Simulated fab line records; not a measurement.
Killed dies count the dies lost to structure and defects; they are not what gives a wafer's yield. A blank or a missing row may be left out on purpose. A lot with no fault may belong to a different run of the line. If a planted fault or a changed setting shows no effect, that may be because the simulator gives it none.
3 desks looking at one fault    flow nand-harc    each desk holds nothing but its own numbers, with what lay behind them at the end

METROLOGY DESK
What the gauges read, lot by lot, whatever tool the lot ran on: means of the sampled wafers that have a number. Any lot whose mean is over 4 standard deviations away from the usual mean is out of limits and marked OUT; that distance is given in the brackets.
Columns: A = cd-nm at NHARC_A_CONTACT_CD_MEAS_80, usual 289.4 nm
lot   first seen here  A
L848  day 21 12:29     290.7
L849  day 22 11:52     287.5
L850  day 22 13:32     288.8
L851  day 23 18:37     289.0
L852  day 23 19:59     289.8
L854  day 24 11:44     289.0
L855  day 25 12:43     288.7
L859  day 26 17:56     290.0
L861  day 27 08:23     289.8
L867  day 29 13:46     290.2
L868  day 29 20:06     288.6
L869  day 30 13:58     289.8
L870  day 30 14:37     290.9
L871  day 31 09:43     289.4
Result from this desk: across the 14 lots, nothing is out of limits.

THE TOOL OWNER'S DESK: litho-track-04
Per lot that ran on this tool, the mean of the sampled wafers carrying a number, from the tool's own readings at NHARC_A_CONTACT_SOFTBAKE_03 (time 55 s). Any lot whose mean is over 4 standard deviations away from the usual mean is out of limits and marked OUT; that distance is given in the brackets.
Columns: A = heater-power-total-W at NHARC_A_CONTACT_SOFTBAKE_03, usual 188.46 W
lot   first seen here  A
L851  day 23 22:00     188.42
L854  day 24 17:00     188.53
L855  day 25 15:00     233.27 (+99 or more) OUT
L859  day 26 23:00     255.95 (+99 or more) OUT
L869  day 30 18:00     188.41
This desk finds L855, L859 out of limits, L855 being first, at day 25 15:00 (heater-power-total-W at NHARC_A_CONTACT_SOFTBAKE_03). L851, L854, L869: within limits.

THE DEFECT DESK
What the inspections along the route counted, lot by lot: means of the sampled wafers that have a number. Any lot whose mean is over 4 standard deviations away from the usual mean is out of limits and marked OUT; that distance is given in the brackets.
Columns: A = raw-defect-count at NHARC_A_CONTACT_INSPECT_10, usual 82
lot   first seen here  A
L848  day 21 19:25     60
L849  day 22 15:17     59
L850  day 22 17:05     152
L851  day 23 23:29     30
L852  day 24 00:53     140
L854  day 24 18:32     128
L855  day 25 16:22     29
L859  day 27 00:03     23
L861  day 27 12:53     72
L867  day 29 17:17     60
L868  day 29 23:44     120
L869  day 30 19:06     81
L870  day 30 20:49     76
L871  day 31 13:08     127
Result from this desk: across the 14 lots, nothing is out of limits.

TAKEN TOGETHER
An alarm could have come from the tool owner's desk at day 25 15:00, on L855, L859.
At the metrology desk, nothing out of limits was observed.
The defect desk saw nothing out of limits.
The metrology desk has L855, L859 on record, within its limits.
The defect desk has L855, L859 on record, within its limits.
On litho-track-04, each named lot ran NHARC_A_CONTACT_SOFTBAKE_03.

WHAT HAD BEEN PUT IN BY THE SIMULATOR
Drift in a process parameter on litho-track-04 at NHARC_A_CONTACT_SOFTBAKE_03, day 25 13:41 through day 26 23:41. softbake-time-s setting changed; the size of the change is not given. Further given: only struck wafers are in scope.
Lots struck among those shown: L855, L859.
Hours from the fault's start to each desk's first reading out of limits: the tool owner's desk, 1.
